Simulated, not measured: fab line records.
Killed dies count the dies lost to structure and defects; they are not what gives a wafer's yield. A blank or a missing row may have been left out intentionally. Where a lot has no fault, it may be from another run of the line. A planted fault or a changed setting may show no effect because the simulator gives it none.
Struck lot and sound lot, side by side    flow n5-finfet    37 out of 1938 route steps
Sound: wafers L847.3, L847.4, L847.5. The struck wafers were L839.1, L839.3, L839.6. The cause comes at the end.
At each step with rows: each side's tool, then ch and its chambers, then its first start. Under that, the readings that differ: sound wafers    struck wafers    difference of the means    sigmas: that difference in standard deviations of wafers without a fault.
alike: same words and numbers on both sides, and readings whose means sit less than 2 such deviations apart. not compared: any withheld reading, any reading some wafer has no value for, any bound like >300 that may hide the same value, and any number with overlapping values for which the record gives no deviation.
A row with sigmas, a row that says differs or no value, or rows on one side alone: a step with any of these is where the two part. Non-overlapping numbers with no deviation appear without sigmas and do not part them. Lack of a reading on every wafer of one side parts them only where that side has two or more wafers.

first, 9 steps without rows for these wafers: N5_BEOL_M4_ANNEAL_95 (time 240 s); N5_BEOL_M4_SPUTTER_96 (material Cu, target thk 4.5 nm, time 8.29 s); N5_BEOL_M4_ECD_50 (material Cu, target thk 300 nm); N5_BEOL_M4_ANNEAL_51 (time 90 s); N5_BEOL_M4_CMP_52 (polishes, stops on SiOC, t overpolish 6.8 s, target thk 40 nm); N5_BEOL_M4_PRE_CLEAN_60 (time 15 s); N5_BEOL_M4_CO_CAP_55 (material Co, precursor CCTBA/H2, target thk 2 nm, time 102.1 s); N5_BEOL_M4_PRE_CLEAN_56 (time 15 s); N5_BEOL_M4_DEP_57 (deposits SiCN from 3MS/NH3, target thk 8 nm, time 14 s).
N5_BEOL_M4_RC_MEAS_101:
  sound on prober-01 ch 0, day 15 12:01; struck on prober-02 ch 0, day 13 23:47
  alike: DIBL_N, DIBL_P, IOFF_N, IOFF_P, ION_N, ION_P, SS_N, SS_P, VT_N, VT_P
then, 24 steps without rows for these wafers: N5_BEOL_M5_ILD_DEP_00 (deposits SiCOH lowk from DEMS/porogen, target thk 140.64 nm, time 25.9 s); N5_BEOL_M5_CURE_79 (cures SiCOH lowk, time 240 s); N5_BEOL_M5_PECVD_70 (deposits SiO2 from TEOS/O2, target thk 16 nm, time 18 s); N5_BEOL_M5_HM_DEP_02 (deposits TiN, target thk 20 nm); N5_BEOL_M5_COAT_59 (time 60 s, resist thk 60 nm); N5_BEOL_M5_COAT_60 (time 60 s, resist thk 12 nm); N5_BEOL_M5_COAT_71 (time 60 s, resist thk 5 nm); N5_BEOL_M5_COAT_05 (resist thk 30 nm); N5_BEOL_M5_EBR_07; N5_BEOL_M5_SOFTBAKE_06 (time 60 s); N5_BEOL_M5_EXPOSE_08 (exposes mask M5, target cd 28 nm); N5_BEOL_M5_PEB_09 (peb time 60 s); N5_BEOL_M5_DEVELOP_10 (develop time 30 s); N5_BEOL_M5_DESCUM_16 (chemistry O2, time 7 s); N5_BEOL_M5_ETCH_72 (etches underlayer in N2/H2, target depth 6.5 nm, time 5.2 s); N5_BEOL_M5_ETCH_61 (etches SiARC in CF4, target depth 15.6 nm, time 26 s); N5_BEOL_M5_ETCH_62 (etches SOC in N2/H2, target depth 75 nm, overetch 15 nm, time 112.5 s); N5_BEOL_M5_STRIP_63 (strips in N2/H2); N5_BEOL_M5_STRIP_73 (strips in N2/H2); N5_BEOL_M5_STRIP_64 (strips in CF4); N5_BEOL_M5_HM_OPEN_17 (chemistry Cl2/BCl3, target TiN, target depth 20 nm, overetch 6 nm); N5_BEOL_M5_STRIP_19 (strips in O2); N5_BEOL_M5_COAT_65 (time 60 s, resist thk 60 nm); N5_BEOL_M5_COAT_66 (time 60 s, resist thk 12 nm).
N5_BEOL_M8_SPUTTER_48: material Cu, target thk 10 nm, time 1.667 s.
  struck on pvd-sputter-01, day 15 15:32; sound on pvd-sputter-03, day 17 08:03
  no value came back on the struck wafers for bias-v (V), cathode-dc-power-W (W), throttle-valve-pct (%); on the sound wafers bias-v (V) reads 60.8 60.5 60.3
N5_BEOL_M8_CMP_52: polishes, stops on SiCOH lowk, t overpolish 6.9 s, target thk 80 nm.
  sound on cmp-02 ch 0,1,3, day 17 08:35; struck on cmp-04 ch 0,1,3, day 15 16:19
reading                 sound           struck       difference  sigmas
time-to-endpoint-s (s)  61.8 64.8 62.5  0.0 0.0 0.0  -63.0       -21
  alike: edge-zone-pressure-frac, motor-current-A, slurry-flow-ml-min
  not compared: pad-life-wafers
-- the record jumps here: 3 days lie between the struck wafers' starts before and after (it left off in module BEOL_M8 and takes up again in module PASSIVATION, whose first step shown is number 1936 of the route) --
N5_PASSIVATION_PROBE_49:
  record: rows for the struck wafers here (prober-02, day 18 16:52), none for the sound ones

== WHERE THEY PART ==
Last at N5_PASSIVATION_PROBE_49 as far as this record goes, first at N5_BEOL_M8_SPUTTER_48.

WHY: what the simulator had put in
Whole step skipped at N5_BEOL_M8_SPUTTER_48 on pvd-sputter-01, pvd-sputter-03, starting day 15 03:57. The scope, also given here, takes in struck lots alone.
